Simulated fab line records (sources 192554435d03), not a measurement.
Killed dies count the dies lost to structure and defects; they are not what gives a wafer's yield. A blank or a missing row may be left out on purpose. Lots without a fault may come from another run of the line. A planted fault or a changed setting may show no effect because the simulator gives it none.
Chamber matching	flow n5Finfet	N5_BEOL_M3_CMP_52 on cmp-01 has 4 sister chambers
The step polishes, stops on SiOC, t overpolish 6.8 s, target thk 40 nm. 20 wafers are shown with their chamber, then 10 later ones without.

WAFERS, EACH WITH ITS CHAMBER
wafer	chamber	motorCurrentA (A)	overpolishRunS (s)	barrierFieldEndpointS (s)
L076.1	3	6.1	6.804	24.0
L076.3	0	6.1	6.796	22.8
L076.6	3	5.7	6.811	24.6
L078.2	1	6.0	6.793	23.4
L078.3	3	5.5	6.803	23.9
L078.5	1	5.9	6.788	24.3
L081.1	1	6.0	6.803	23.5
L081.2	0	6.2	6.800	24.0
L081.4	3	5.8	6.813	24.6
L082.2	1	6.2	6.809	24.1
L082.3	2	4.6	6.787	25.0
L082.4	0	6.3	6.800	23.6
L084.3	1	5.7	6.804	24.6
L084.4	3	6.0	6.805	24.5
L084.6	1	6.1	6.787	24.1
L087.2	1	5.8	6.796	23.4
L087.5	1	6.1	6.790	23.5
L087.6	2	4.8	6.791	24.4
L091.2	2	4.8	6.791	24.9
L091.3	1	6.1	6.795	24.1

SIGNATURES, as means of the wafers listed above
reading	chamber 0	chamber 1	chamber 2	chamber 3	scatter within a chamber
motorCurrentA	6.200	5.989	4.733	5.820	0.174
overpolishRunS	6.79867	6.79611	6.78967	6.80720	0.00599
barrierFieldEndpointS	23.467	23.889	24.767	24.320	0.434
Rule: for a wafer and a chamber, the distance is found by dividing, reading by reading, the gap between the wafer's reading and the chamber's mean by the reading's scatter, squaring, summing and taking the root. If the next closest chamber is less than 2 further off than the closest, the wafer can't be placed; otherwise it belongs to the closest. The scatter: take each reading less its chamber's mean, square it, sum over the shown wafers, divide by the number of wafers less the number of chambers, and take the root.

WAFERS WITH NO CHAMBER GIVEN
wafer	motorCurrentA (A)	overpolishRunS (s)	barrierFieldEndpointS (s)
L091.5	5.0	6.806	25.0
L090.3	4.6	6.780	25.3
L090.4	6.3	6.810	24.7
L090.6	5.8	6.811	25.0
L092.1	6.0	6.813	24.5
L092.2	6.1	6.814	24.7
L092.5	6.1	6.807	25.3
L095.2	6.1	6.790	24.7
L095.5	6.4	6.798	25.4
L095.6	4.5	6.788	25.8

CHAMBER TAKEN BY EACH
wafer	from the rows above	in truth
L091.5	can't be placed: 2 or 3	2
L090.3	2	2
L090.4	can't be placed: 3 or 0 or 1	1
L090.6	3	3
L092.1	can't be placed: 3 or 1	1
L092.2	can't be placed: 3 or 1 or 0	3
L092.5	can't be placed: 3 or 1 or 0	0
L095.2	can't be placed: 1 or 0 or 3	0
L095.5	can't be placed: 1 or 3 or 0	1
L095.6	2	2
Correct placement for 3 of the 10. Cannot be placed on the basis of these rows: 7; the candidates contain the true chamber in 7. Number placed wrongly: 0.
